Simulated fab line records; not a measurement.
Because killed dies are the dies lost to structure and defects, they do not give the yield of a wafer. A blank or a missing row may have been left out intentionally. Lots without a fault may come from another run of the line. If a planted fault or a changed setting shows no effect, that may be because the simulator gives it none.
fab line records | flow n5_finfet
[record] lots = 6 wafers = 18 last_day = 18
route steps=1938 shown TV_OPEN@1889 PAD_METAL@1893 PASSIVATION@1897
lots untouched by any fault: they come from a run of this same line in which no faults occurred
start_h: hours from the record's opening day to when the first of the lot's shown wafers began | wait_h: time in hours since the lot's previous step | " as in the row above | L1.1+2: several wafers, shown together as one row | - value missing, or start not given | * or withheld: withheld | < > ~ a bound
route shown NAME@n: a module of which the file shows steps, and the number in the route of the first | usual: mean/standard deviation taken from wafers without a fault | same: alike in all rows | chamber/n: place in a boat | sites: the reading at each site | _std_site: the values' standard deviation | _edge_site: outer sites' mean less inner sites' | radius_mm: how far each site lies from the wafer's centre | mask NAME#n: copy n | behind: the last tool/chamber to shape the wafer | hold: the reason the lot was held/the length of the hold in hours/how it ended | device: which transistor (n, p or np) failed to switch | end of line: the tests these same wafers got at the end of their route | a step with no rows: only its recipe | killed: at the first sort, the dies lost to defects and structure; wafer yield is something else | map: shows each die of a wafer: x if killed, . if not, _ if none is there
set.NAME: the setting as run; set.NAME@STEP: as run at that earlier step | model.NAME: the simulator's own value behind a step, which no gauge read
lots at some steps of the route; a table a step, a row a wafer
services: from which hour (start_h, from the record's first day; less than 0 if before it) a tool's chamber was out of use, for how many hours, and why
[[steps]]
[step N5_PASSIVATION_STRIP_14]
[recipe] chemistry = O2 power_w = 600 temp_c = 60 pressure_mtorr = 30 rf_frequency_hz = 6e+07 bias_power_w = 0 overash_fraction = 0.5 o2_flow_sccm = 225
[usual] drypump_motor_current_A = 5.8/0.54 oes_product_au = 0.79/0.086 rf_vpp_V = 3.6/0.91 showerhead_plenum_p_Torr = 2.13/0.075 throttle_valve_pct = 16.66/0.23
// columns lot.wafer tool chamber start_h wait_h drypump_motor_current_A oes_product_au rf_hours_counter_h rf_vpp_V showerhead_plenum_p_Torr throttle_valve_pct
L513.2 rie_diel-06 1 278.88 0.1 6.6 0.85 66 3.5 2.20 16.36
L513.4 " 3 " " 6.5 0.72 185 3.5 2.17 16.57
L513.5 " 1 " " 6.6 0.84 - 4.9 2.20 16.29
L514.2 rie_diel-05 3 287.95 0.1 5.6 0.72 196 2.7 2.18 16.59
L514.4 " 2 " " 5.0 0.68 223 3.4 2.14 17.04
L514.6 " 0 " " 6.1 0.69 - 6.2 1.97 16.95
L518.3 rie_diel-05 2 323.89 0.1 5.0 0.69 235 3.9 2.13 17.08
L518.5 " 3 " " 5.6 0.70 - 3.6 2.17 16.58
L518.6 " 1 " " 5.7 0.83 - 3.6 2.12 16.77
L522.1 rie_diel-05 2 349.57 0.1 5.0 0.68 246 3.2 2.13 17.12
L522.3 " 0 " " 6.1 0.93 4 2.9 2.23 16.45
L522.5 " 1 " " 5.7 0.80 - 3.7 2.12 16.73
L526.1 rie_diel-05 1 381.52 0.1 5.7 0.79 113 3.7 2.12 16.79
L526.5 " 3 " " 5.6 0.69 - 3.5 2.16 16.64
L526.6 " 1 " " 5.7 0.79 - 3.2 2.12 16.80
L532.2 rie_diel-02 3 430.60 0.1 5.5 0.70 222 4.8 2.14 16.95
L532.3 " 2 " " 4.9 0.85 73 4.8 2.19 16.32
L532.6 " 2 " " 5.0 0.85 - 4.2 2.19 16.32
[step N5_PASSIVATION_ETCH_15]
[recipe] chemistry = CF4/N2 target = SiCN target_depth_a = 750 taper_deg = 2 time_s = 81.2 ion_energy_ev = 150 mask_material = SiNx pressure_mtorr = 40 source_w = 430 bias_w = 70 Ar_flow_sccm = 100 cf4_flow_sccm = 60 n2_flow_sccm = 60
[usual] bias_w = 70.00/0.22 drypump_motor_current_A = 5.8/0.54 oes_product_au = 0.78/0.092 rf_vpp_V = 383.3/1.9 showerhead_plenum_p_Torr = 2.24/0.077 throttle_valve_pct = 15.44/0.23
// columns lot.wafer tool chamber start_h wait_h bias_w drypump_motor_current_A oes_product_au rf_hours_counter_h rf_vpp_V showerhead_plenum_p_Torr throttle_valve_pct
L513.2 rie_diel-06 1 - - 70.13 6.6 0.82 66 384.3 2.32 15.14
L513.4 " 3 " " 70.00 6.5 0.71 185 383.6 2.28 15.35
L513.5 " 1 " " 70.10 6.6 0.81 - 386.2 2.32 15.15
L514.2 rie_diel-05 3 - - 70.24 5.6 0.71 196 384.9 2.29 15.36
L514.4 " 2 " " 70.10 5.0 0.70 223 382.5 2.27 15.94
L514.6 " 0 " " 69.89 6.2 0.71 - 381.0 2.08 15.72
L518.3 rie_diel-05 2 - - 70.23 5.0 0.69 235 384.7 2.27 15.95
L518.5 " 3 " " 69.81 5.6 0.69 - 383.9 2.28 15.38
L518.6 " 1 " " 69.92 5.7 0.80 - 382.3 2.22 15.44
L522.1 rie_diel-05 2 - - 69.85 5.0 0.69 246 384.0 2.26 15.97
L522.3 " 0 " " 69.95 6.2 0.96 4 384.5 2.34 15.24
L522.5 " 1 " " 70.32 5.6 0.79 - 383.0 2.21 15.43
L526.1 rie_diel-05 1 - - 70.16 5.7 0.78 113 382.5 2.21 15.46
L526.5 " 3 " " 69.68 5.6 0.68 - 383.3 2.28 15.41
L526.6 " 1 " " 69.64 5.7 0.78 - 382.2 2.21 15.47
L532.2 rie_diel-02 3 - - 69.86 5.5 0.68 222 383.7 2.27 15.81
L532.3 " 2 " " 69.86 5.0 0.83 73 385.4 2.33 15.22
L532.6 " 2 " " 70.14 5.0 0.83 - 385.5 2.33 15.23
[step N5_PASSIVATION_STRIP_73]
[recipe] chemistry = post_etch_residue_remover time_s = 60 temp_c = 25 remover_ph = withheld remover_water_wt_pct = withheld remover_fluoride_wt_pct = withheld
[step N5_PASSIVATION_SRD_17]
[recipe] time_s = 30 temp_c = 23 rinse_liquid = diw dry = n2_spin spin_rpm = 1500 dry_time_s = 30
[step N5_PASSIVATION_DEGAS_18]
[recipe] ambient = vacuum temp_c = 300 time_s = 60
[usual] heater_power_w = 463/45
// columns lot.wafer tool chamber start_h wait_h heater_power_w
L513.2 pvd_sputter-01 - 279.37 0.3 396
L513.4 " - " " 514
L513.5 " - " " 530
L514.2 pvd_sputter-02 - 288.68 0.5 448
L514.4 " - " " 500
L514.6 " - " " 505
L518.3 pvd_sputter-01 - 325.20 1.1 428
L518.5 " - " " 412
L518.6 " - " " 475
L522.1 pvd_sputter-01 - 349.79 0.0 429
L522.3 " - " " 408
L522.5 " - " " 472
L526.1 pvd_sputter-01 - 381.98 0.3 431
L526.5 " - " " 421
L526.6 " - " " 475
L532.2 pvd_sputter-01 - 430.82 0.0 411
L532.3 " - " " 469
L532.6 " - " " 401
[step N5_PASSIVATION_PRE_CLEAN_19]
[recipe] gas = H2/He time_s = * temp_c = *
[usual] heater_power_w = 463/47
// columns lot.wafer tool chamber start_h wait_h heater_power_w
L513.2 pvd_sputter-01 - 279.41 0.0 396
L513.4 " - " " 511
L513.5 " - " " 529
L514.2 pvd_sputter-02 - 288.72 0.0 448
L514.4 " - " " 498
L514.6 " - " " 506
L518.3 pvd_sputter-01 - 325.24 0.0 415
L518.5 " - " " 417
L518.6 " - " " 467
L522.1 pvd_sputter-01 - 349.83 0.0 415
L522.3 " - " " 408
L522.5 " - " " 467
L526.1 pvd_sputter-01 - 382.02 0.0 420
L526.5 " - " " 409
L526.6 " - " " 452
L532.2 pvd_sputter-01 - 430.86 0.0 410
L532.3 " - " " 471
L532.6 " - " " 400
[step N5_PASSIVATION_SPUTTER_20]
[recipe] material = TaN target_thk_a = 500 temp_c = 25 chamber_pressure_pa = 0.4
[usual] throttle_valve_pct = 30.3/1.2
// columns lot.wafer tool chamber start_h wait_h throttle_valve_pct
L513.2 pvd_sputter-01 - 279.45 0.0 31.2
L513.4 " - " " 29.9
L513.5 " - " " 30.1
L514.2 pvd_sputter-02 - 288.76 0.0 31.5
L514.4 " - " " 29.9
L514.6 " - " " 29.9
L518.3 pvd_sputter-01 - 325.28 0.0 29.1
L518.5 " - " " 29.3
L518.6 " - " " 31.3
L522.1 pvd_sputter-01 - 349.87 0.0 29.0
L522.3 " - " " 31.1
L522.5 " - " " 31.4
L526.1 pvd_sputter-01 - 382.06 0.0 29.0
L526.5 " - " " 29.2
L526.6 " - " " 31.4
L532.2 pvd_sputter-01 - 430.90 0.0 31.1
L532.3 " - " " 31.3
L532.6 " - " " 31.2
[step N5_PASSIVATION_AL_DEP_21]
[recipe] material = Al target_thk_a = 28000 temp_c = 400 time_s = 170 power_w = 30000 chamber_pressure_pa = 0.4 gas = Ar
[step N5_PASSIVATION_HMDS_23]
[recipe] time_s = 60 temp_c = 120
[step N5_PASSIVATION_COAT_24]
[recipe] spin_rpm = 3000 resist_thk_nm = withheld
[step N5_PASSIVATION_EBR_26]
[recipe] solvent = PGMEA ebr_width_mm = 1.5
[step N5_PASSIVATION_SOFTBAKE_25]
[recipe] temp_c = 100 time_s = 90
[step N5_PASSIVATION_EXPOSE_27]
[recipe] mask_id = PAD na = 0.55 source_shape = conventional sigma_outer = 0.8 polarization = unpolarized defocus_nm = 0 dose_mj = 32.3
[usual] exposure_dose_mJ_cm2 = 32.31/0.033
// columns lot.wafer tool chamber start_h wait_h mask exposure_dose_mJ_cm2
L513.2 krf_scanner-02 0 279.98 - PAD#0 32.28
L513.4 " 0 " " PAD#0 32.28
L513.5 " 0 " " PAD#0 32.26
L514.2 krf_scanner-01 0 289.28 - PAD#0 32.36
L514.4 " 0 " " PAD#0 32.31
L514.6 " 0 " " PAD#0 32.31
L518.3 krf_scanner-01 0 325.81 - PAD#0 23.35
L518.5 " 0 " " PAD#0 23.36
L518.6 " 0 " " PAD#0 23.35
L522.1 krf_scanner-01 0 350.27 - PAD#0 23.41
L522.3 " 0 " " PAD#0 23.39
L522.5 " 0 " " PAD#0 23.34
L526.1 krf_scanner-02 0 382.46 - PAD#0 32.30
L526.5 " 0 " " PAD#0 32.30
L526.6 " 0 " " PAD#0 32.29
L532.2 krf_scanner-02 0 431.33 - PAD#0 32.35
L532.3 " 0 " " PAD#0 32.32
L532.6 " 0 " " PAD#0 32.34
[step N5_PASSIVATION_PEB_28]
[recipe] peb_temp_c = withheld peb_time_s = *
[step N5_PASSIVATION_DEVELOP_29]
[recipe] develop_time_s = 60 rinse_liquid = diw dry = air_spin dev_temp_c = 21
[step N5_PASSIVATION_HARDBAKE_31]
[recipe] temp_c = 130 time_s = 120
[step N5_PASSIVATION_CD_MEAS_30]
[recipe] target_cd_nm = 4000 landing_energy_ev = 500 detector = se_inlens polarity = opening
[usual] cd_nm = 3998.8/1.8
// columns lot.wafer tool chamber start_h wait_h cd_nm
L513.2 cd_sem-01 0 280.15 - 3998.0
L513.4 " 0 " " 3997.0
L513.5 " 0 " " 3997.6
L514.2 cd_sem-03 0 289.45 - 4001.6
L514.4 " 0 " " 3999.7
L514.6 " 0 " " 3999.0
L518.3 cd_sem-02 0 325.98 - 3941.7
L518.5 " 0 " " 3943.7
L518.6 " 0 " " 3940.7
L522.1 cd_sem-01 0 350.44 - 3939.6
L522.3 " 0 " " 3941.5
L522.5 " 0 " " 3939.2
L526.1 cd_sem-03 0 382.63 - 3997.9
L526.5 " 0 " " 3997.9
L526.6 " 0 " " 4000.0
L532.2 cd_sem-01 0 431.50 - 3998.2
L532.3 " 0 " " 3998.9
L532.6 " 0 " " 4000.1
[step N5_PASSIVATION_OVL_MEAS_63]
[recipe] points_per_wafer = 44
[usual] PAD_OVL = 2/5.9
// columns lot.wafer tool chamber start_h wait_h PAD_OVL[nm]
L513.2 overlay-01 0 280.18 0.0 -9
L513.4 " 0 " " -1
L513.5 " 0 " " -9
L514.2 overlay-01 0 289.48 0.0 9
L514.4 " 0 " " -1
L514.6 " 0 " " 7
L518.3 overlay-01 0 326.01 0.0 -5
L518.5 " 0 " " -7
L518.6 " 0 " " 2
L522.1 overlay-02 0 350.48 0.0 11
L522.3 " 0 " " 14
L522.5 " 0 " " 2
L526.1 overlay-01 0 382.66 0.0 2
L526.5 " 0 " " 0
L526.6 " 0 " " 1
L532.2 overlay-02 0 431.53 0.0 1
L532.3 " 0 " " 2
L532.6 " 0 " " 3
[[services]]
// columns tool chamber start_h hours kind
krf_scanner-02 - 256.12 1.0 pm
krf_scanner-02 - 265.41 1.3 pm
krf_scanner-02 - 268.30 0.4 repair
krf_scanner-01 - 273.47 1.3 pm
rie_diel-06 2 290.72 8.7 repair
krf_scanner-01 - 302.35 0.7 repair
rie_diel-05 0 302.92 10.6 repair
rie_diel-06 1 313.56 3.6 repair
rie_diel-06 - 324.61 2.8 pm
rie_diel-02 2 330.09 1.6 repair
krf_scanner-02 - 336.33 0.8 pm
rie_diel-06 0 339.69 7.4 repair
krf_scanner-01 - 339.85 0.8 pm
rie_diel-05 2 353.39 15.3 repair
krf_scanner-01 - 368.11 1.0 pm
rie_diel-05 - 381.65 2.8 pm
rie_diel-06 2 385.88 2.4 repair
rie_diel-05 - 392.36 1.5 repair
krf_scanner-02 - 402.11 3.6 pm
pvd_sputter-02 - 402.50 33.0 repair
krf_scanner-01 - 414.00 15.8 repair
rie_diel-05 0 415.03 5.7 repair
krf_scanner-02 - 429.82 1.0 pm
krf_scanner-01 - 430.82 4.0 pm
[[key]]
[first_sign] step = N5_PASSIVATION_EXPOSE_27 reading = exposure_dose_mJ_cm2 direction = down sigmas = 99+ usual = 32.31 struck = 23.37
[effect] step = N5_PASSIVATION_CD_MEAS_30 reading = cd_nm direction = down sigmas = 31 usual = 3998.8 struck = 3941.1
met_at N5_PASSIVATION_EXPOSE_27
struck_wafers L518.3,L518.5,L518.6,L522.1,L522.3,L522.5
onset_between 289.28 325.81
[fault] kind = process_parameter_drift tool = krf_scanner-01 chamber = - onset_h = 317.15 steps = N5_PASSIVATION_EXPOSE_27 channel = dose_mj offset = -8.9324 shape = step acts_in = these_recipes_only stated = 32.3
